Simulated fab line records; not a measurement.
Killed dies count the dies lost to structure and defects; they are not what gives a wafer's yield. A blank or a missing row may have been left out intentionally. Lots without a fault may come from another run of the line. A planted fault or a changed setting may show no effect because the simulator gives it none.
One fault through the eyes of 3 desks || flow n5_finfet || only its own numbers are on each desk; what lay behind them is given at the end

== TOOL OWNER'S DESK, rie_diel-01 ==
The tool's own readings at N5_MOL_CONTACT_COAG_ETCH_91 (etches SOC in N2/H2, target depth 60 nm, overetch 21 nm, time 101.2 s): means of the sampled wafers that have a number, for each lot that ran on this tool. If a lot's mean is further than 4 standard deviations from the usual mean, the lot is out of limits and carries the mark OUT (the distance appears in the brackets).
Columns: A = drypump_motor_current_A at N5_MOL_CONTACT_COAG_ETCH_91, usual 5.9 A; B = oes_product_au at N5_MOL_CONTACT_COAG_ETCH_91, usual 0.67 a.u.; C = rf_vpp_V at N5_MOL_CONTACT_COAG_ETCH_91, usual 525.4 V; D = showerhead_plenum_p_Torr at N5_MOL_CONTACT_COAG_ETCH_91, usual 2.60 Torr; E = temp_c at N5_MOL_CONTACT_COAG_ETCH_91, usual 40.00 C; F = throttle_valve_pct at N5_MOL_CONTACT_COAG_ETCH_91, usual 17.76 %
{"lot": "L998", "first seen here": "day 7 07:11", "A": 5.9, "B": 0.64, "C": 524.5, "D": 2.59, "E": 39.99, "F": 17.91}
{"lot": "L101", "first seen here": "day 8 05:56", "A": 6.1, "B": 0.59, "C": 523.1, "D": 2.51, "E": 40.03, "F": 17.93}
{"lot": "L102", "first seen here": "day 8 08:13", "A": 5.8, "B": 0.62, "C": 523.4, "D": 2.54, "E": 40.01, "F": 17.65}
{"lot": "L103", "first seen here": "day 8 11:43", "A": 6.1, "B": 0.61, "C": 523.6, "D": 2.57, "E": 39.99, "F": 18.07}
Finding of this desk: none of the 4 lots has anything out of limits.

== THE DEFECT DESK ==
What the inspections along the route counted, lot by lot: means of the sampled wafers that have a number. If a lot's mean is further than 4 standard deviations from the usual mean, the lot is out of limits and carries the mark OUT (the distance appears in the brackets).
Columns: A = raw_defect_count at N5_MOL_CONTACT_COAG_INSPECT_42, usual 203
{"lot": "L998", "first seen here": "day 7 08:03", "A": 189}
{"lot": "L101", "first seen here": "day 8 06:49", "A": "611 (+8.3) OUT"}
{"lot": "L102", "first seen here": "day 8 09:05", "A": "556 (+7.2) OUT"}
{"lot": "L103", "first seen here": "day 8 12:43", "A": "562 (+7.3) OUT"}
{"lot": "L104", "first seen here": "day 8 15:52", "A": 148}
{"lot": "L106", "first seen here": "day 9 05:32", "A": 122}
{"lot": "L107", "first seen here": "day 9 08:35", "A": 246}
{"lot": "L108", "first seen here": "day 9 16:58", "A": 170}
{"lot": "L109", "first seen here": "day 9 21:08", "A": 194}
{"lot": "L113", "first seen here": "day 11 01:56", "A": 173}
This desk's finding: out of limits on L101, L102, L103; first on L101, day 8 06:49 (raw_defect_count at N5_MOL_CONTACT_COAG_INSPECT_42). In limits: L998, L104, L106, L107, L108, L109, L113.

== THE METROLOGY DESK ==
Lot by lot, what the gauges showed, no matter which tool ran the lot: averages of those sampled wafers that carry a number. If a lot's mean is further than 4 standard deviations from the usual mean, the lot is out of limits and carries the mark OUT (the distance appears in the brackets). It has 11 readings; the 7 that lie furthest out on some lot are the ones shown.
Columns: A = VD_OVL at N5_MOL_CONTACT_COAG_OVL_MEAS_41, usual 0.0 nm; B = DIBL_N at N5_BEOL_M4_RC_MEAS_101, usual 37.7 mV/V; C = DIBL_P at N5_BEOL_M4_RC_MEAS_101, usual 37.7 mV/V; D = ION_N at N5_BEOL_M4_RC_MEAS_101, usual 681 uA/um; E = ION_P at N5_BEOL_M4_RC_MEAS_101, usual 463 uA/um; F = SS_N at N5_BEOL_M4_RC_MEAS_101, usual 71.9 mV/dec; G = VT_N at N5_BEOL_M4_RC_MEAS_101, usual 248 mV
{"lot": "L998", "first seen here": "day 7 07:59", "A": 1.0, "B": 37.6, "C": 38.1, "D": 685, "E": 463, "F": 72.7, "G": 250}
{"lot": "L101", "first seen here": "day 8 06:45", "A": 1.0, "B": 40.2, "C": 40.8, "D": 708, "E": 477, "F": 71.9, "G": 244}
{"lot": "L102", "first seen here": "day 8 09:02", "A": 0.2, "B": 38.3, "C": 36.9, "D": 680, "E": 459, "F": 72.1, "G": 246}
{"lot": "L103", "first seen here": "day 8 12:39", "A": -1.1, "B": 36.7, "C": 37.4, "D": 675, "E": 460, "F": 71.5, "G": 249}
{"lot": "L104", "first seen here": "day 8 15:49", "A": 0.7, "B": 38.0, "C": 38.5, "D": 685, "E": 470, "F": 71.7, "G": 246}
{"lot": "L106", "first seen here": "day 9 05:29", "A": -0.2, "B": 36.8, "C": 38.1, "D": 668, "E": 455, "F": 71.7, "G": 253}
{"lot": "L107", "first seen here": "day 9 08:32", "A": 1.6, "B": 37.7, "C": 37.2, "D": 678, "E": 461, "F": 72.2, "G": 250}
{"lot": "L108", "first seen here": "day 9 16:55", "A": 0.1, "B": 38.2, "C": 36.9, "D": 674, "E": 461, "F": 71.5, "G": 247}
{"lot": "L109", "first seen here": "day 9 21:05", "A": -0.3, "B": 35.9, "C": 35.8, "D": 680, "E": 464, "F": 71.2, "G": 250}
{"lot": "L113", "first seen here": "day 11 01:53", "A": -0.5, "B": 35.6, "C": 35.2, "D": 676, "E": 466, "F": 71.5, "G": 249}
Finding of this desk: none of the 10 lots has anything out of limits.

== ALL TOGETHER ==
The defect desk could have raised an alarm at day 8 06:49, on L101, L102, L103.
The desk of the tool owner found nothing out of limits.
The metrology desk saw nothing out of limits.
Tool owner's desk: L101, L102, L103 on record, inside its limits.
The metrology desk holds a record of L101, L102, L103, inside its limits.
On rie_diel-01, each named lot ran N5_MOL_CONTACT_COAG_ETCH_91.

== WHAT WAS PUT IN BY THE SIMULATOR ==
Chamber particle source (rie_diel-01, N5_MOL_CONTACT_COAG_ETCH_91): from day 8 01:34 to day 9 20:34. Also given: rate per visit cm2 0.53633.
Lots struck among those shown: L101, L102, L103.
Hours from the fault's start to each desk's first reading out of limits: the defect desk, 5.
